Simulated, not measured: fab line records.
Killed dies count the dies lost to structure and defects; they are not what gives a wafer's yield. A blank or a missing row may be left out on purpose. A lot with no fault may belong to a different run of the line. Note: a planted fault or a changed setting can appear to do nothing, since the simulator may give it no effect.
Split-lot study | flow n5Finfet | 21 wafers read from 7 lots, route of 1938 steps

## ABOUT THE SPLIT
At N5_FIN_SAQP_HM_DEP_03 (deposits SiNx from SiH4/NH3/N2, target thk 38 nm, time 33.6 s), the setting timeS was moved away from the recipe's 33.6 s on 6 of the 21 wafers read, by -14.9% to +10.7%. All remaining wafers had this setting at the recipe value.

## FROM THE SPLIT TO THE READING: what the file shows between them, 22 steps
- N5_FIN_SAQP_THK_MEAS_05
- N5_FIN_SAQP_PECVD_06: deposits a-Si from SiH4/He, target thk 60 nm, time 48.1 s (also split here: timeS)
- N5_FIN_SAQP_THK_MEAS_07
- N5_FIN_SAQP_HM_DEP_72: deposits SiO2 from SiH4/N2O, target thk 12 nm, time 7.2 s
- N5_FIN_SAQP_COAT_49: time 60 s, resist thk 100 nm
- N5_FIN_SAQP_HM_OPEN_73: chemistry CHF3/O2, target SiO2, stops on a-Si, target depth 12 nm, time 16.8 s
- N5_FIN_SAQP_STRIP_74: strips in CHF3/O2
- N5_FIN_SAQP_MANDREL_ETCH_22: etches a-Si in HBr/Cl2, stops on SiNx, target depth 60 nm, bt time 10 s, time 30 s
- N5_FIN_SAQP_STRIP_55: strips in N2/H2
- N5_FIN_SAQP_STRIP_23: strips in SPM, time 750 s
- N5_FIN_SAQP_SRD_66: time 30 s
- N5_FIN_SAQP_RECESS_75: chemistry HF/NH3, target SiO2, target depth 14.4 nm, afs cycles 3, sublimation time 60 s
- N5_FIN_SAQP_SPACER1_ALD_24: deposits SiO2, target thk 20.3 nm, pulse time 1 s, purge time 2 s
- N5_FIN_SAQP_SPACER1_ETCHBACK_25: etches SiO2 in CHF3/O2, target depth 24.4 nm, time 12.2 s
- N5_FIN_SAQP_MANDREL1_REMOVE_56: chemistry HBr/Cl2/O2, target a-Si, stops on SiNx, bt time 10 s
- N5_FIN_SAQP_ETCH_57: etches SiNx in CH3F/O2, target depth 32.5 nm, time 46.4 s
- N5_FIN_SAQP_ETCH_65: etches SiO2 in CF4, target depth 4 nm, time 4.4 s
- N5_FIN_SAQP_MANDREL_ETCH_58: etches a-Si in HBr/Cl2, stops on SiNx, target depth 45 nm, bt time 10 s, time 27 s
- N5_FIN_SAQP_RECESS_63: chemistry HF/NH3, target SiO2, target depth 18 nm, afs cycles 3, sublimation time 60 s
- N5_FIN_SAQP_COAT_68: time 60 s, resist thk 100 nm
- N5_FIN_SAQP_MANDREL2_REMOVE_60: chemistry HBr/Cl2/O2, target a-Si, stops on SiNx, bt time 10 s
- N5_FIN_SAQP_HM_OPEN_33: chemistry CH3F/O2, target SiNx, target depth 49.4 nm, time 70.6 s

## THE READING
SiNx_of_FIN_SAQP_HM_DEP_03.thkNm (the simulator's own value, which no gauge read), in nm, at N5_FIN_SAQP_FIN_ETCH_36 (etches the open film in HBr/Cl2/O2, target depth 120 nm, time 50.4 s). The file gives no usual value for it. Across the 15 wafers here that went through the recipe, the average is 21.1 nm and the standard deviation 0.61 nm.

wafer  | tool, chamber at the split | timeS as run, s | against the recipe | SiNx_of_FIN_SAQP_HM_DEP_03.thkNm, nm | against lot-mates on the recipe
L074.2 | pecvd-01, 0                | 33.6            | recipe             | 20.8                                 | -
L074.3 | pecvd-01, 2                | 33.6            | recipe             | 20.4                                 | -
L074.5 | pecvd-01, 1                | 30.88           | -8.1%              | 17.8                                 | -2.8
L082.2 | pecvd-04, 0                | 30.89           | -8.1%              | 17.4                                 | -3.6
L082.4 | pecvd-04, 0                | 30.89           | -8.1%              | 16.8                                 | -4.2
L082.6 | pecvd-04, 1                | 33.6            | recipe             | 21                                   | -
L083.2 | pecvd-01, 0                | 33.6            | recipe             | 20.8                                 | -
L083.4 | pecvd-01, 2                | 33.6            | recipe             | 21.2                                 | -
L083.6 | pecvd-01, 1                | 33.6            | recipe             | 21.4                                 | -
L087.2 | pecvd-03, 0                | 33.6            | recipe             | 19.4                                 | -
L087.5 | pecvd-03, 1                | 33.6            | recipe             | 21.6                                 | -
L087.6 | pecvd-03, 2                | 28.59           | -14.9%             | 15                                   | -5.5
L089.3 | pecvd-03, 1                | 33.6            | recipe             | 22.2                                 | -
L089.4 | pecvd-03, 0                | 33.6            | recipe             | 21.2                                 | -
L089.5 | pecvd-03, 0                | 33.6            | recipe             | 21.2                                 | -
L091.2 | pecvd-04, 0                | 33.6            | recipe             | 21.4                                 | -
L091.3 | pecvd-04, 1                | 30.3            | -9.8%              | 17.4                                 | -3.9
L091.4 | pecvd-04, 0                | 33.6            | recipe             | 21.2                                 | -
L095.1 | pecvd-01, 2                | 33.6            | recipe             | 20.6                                 | -
L095.5 | pecvd-01, 0                | 33.6            | recipe             | 21.4                                 | -
L095.6 | pecvd-01, 1                | 37.21           | +10.7%             | 25.6                                 | +4.6

FIT RESULTS
A straight line over all 21 wafers: SiNx_of_FIN_SAQP_HM_DEP_03.thkNm changes by +0.42 nm for each +1% of timeS; r = +0.97; the points scatter about the line by 0.59 nm.
The same after taking each lot's own level away (the mean of its wafers on the recipe; 21 wafers): +0.406 nm for each +1%; r = +0.97; scatter 0.53 nm.
According to that fit, moving timeS by its largest amount changes the reading by 6 nm.
The lots' own levels span 20.50 to 21.53 nm, that is 1.7 times the standard deviation above.
The two slopes agree, so the slope changes little with the lot-to-lot level.
Check: -6.34 nm against its lot-mates is what the line predicts for one of the wafers moved furthest among these (-14.9%) when that wafer is left out of the fit. Against them it came out at -5.5 nm.

## THE OTHER SPLITS THESE WAFERS WENT THROUGH
Note: prior to the reading, these wafers also went through further splits. Each is held against what the fit with the lots' levels taken away leaves over:
other split on the same wafers | wafers away from the commonest value | r with SiNx_of_FIN_SAQP_HM_DEP_03.thkNm (lot level and that fit taken away)
N5_FIN_SAQP_PECVD_06 timeS     | 8                                    | +0.28

## THE WHOLE CHAIN: every reading that the file lists as answering this split, in the file's order
step                        | what it does                                                                       | reading                                                                           | change (the file's fit)               | r (the file's)
N5_FIN_SAQP_HM_DEP_03       | deposits SiNx from SiH4/NH3/N2, target thk 38 nm, time 33.6 s                      | SiNx_of_FIN_SAQP_HM_DEP_03.thkNm (the simulator's own value, which no gauge read) | +0.386 nm for each +1% of the setting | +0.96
N5_FIN_SAQP_THK_MEAS_05     |                                                                                    | thkNm                                                                             | withheld for each +1% of the setting  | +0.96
N5_FIN_SAQP_MANDREL_ETCH_58 | etches a-Si in HBr/Cl2, stops on SiNx, target depth 45 nm, bt time 10 s, time 27 s | SiNx_of_FIN_SAQP_HM_DEP_03.thkNm (the simulator's own value, which no gauge read) | +0.383 nm for each +1% of the setting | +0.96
N5_FIN_SAQP_HM_OPEN_33      | chemistry CH3F/O2, target SiNx, target depth 49.4 nm, time 70.6 s                  | etchRfOnTimeS                                                                     | withheld for each +1% of the setting  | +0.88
N5_FIN_SAQP_HM_OPEN_33      | chemistry CH3F/O2, target SiNx, target depth 49.4 nm, time 70.6 s                  | etch.depthNm (the simulator's own value, which no gauge read)                     | +0.383 nm for each +1% of the setting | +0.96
N5_FIN_SAQP_FIN_ETCH_36     | etches the open film in HBr/Cl2/O2, target depth 120 nm, time 50.4 s               | SiNx_of_FIN_SAQP_HM_DEP_03.thkNm (the simulator's own value, which no gauge read) | +0.396 nm for each +1% of the setting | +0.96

## FILE'S OWN FIT
SiNx_of_FIN_SAQP_HM_DEP_03.thkNm changes by +0.396 nm for each +1% of timeS, r = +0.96.
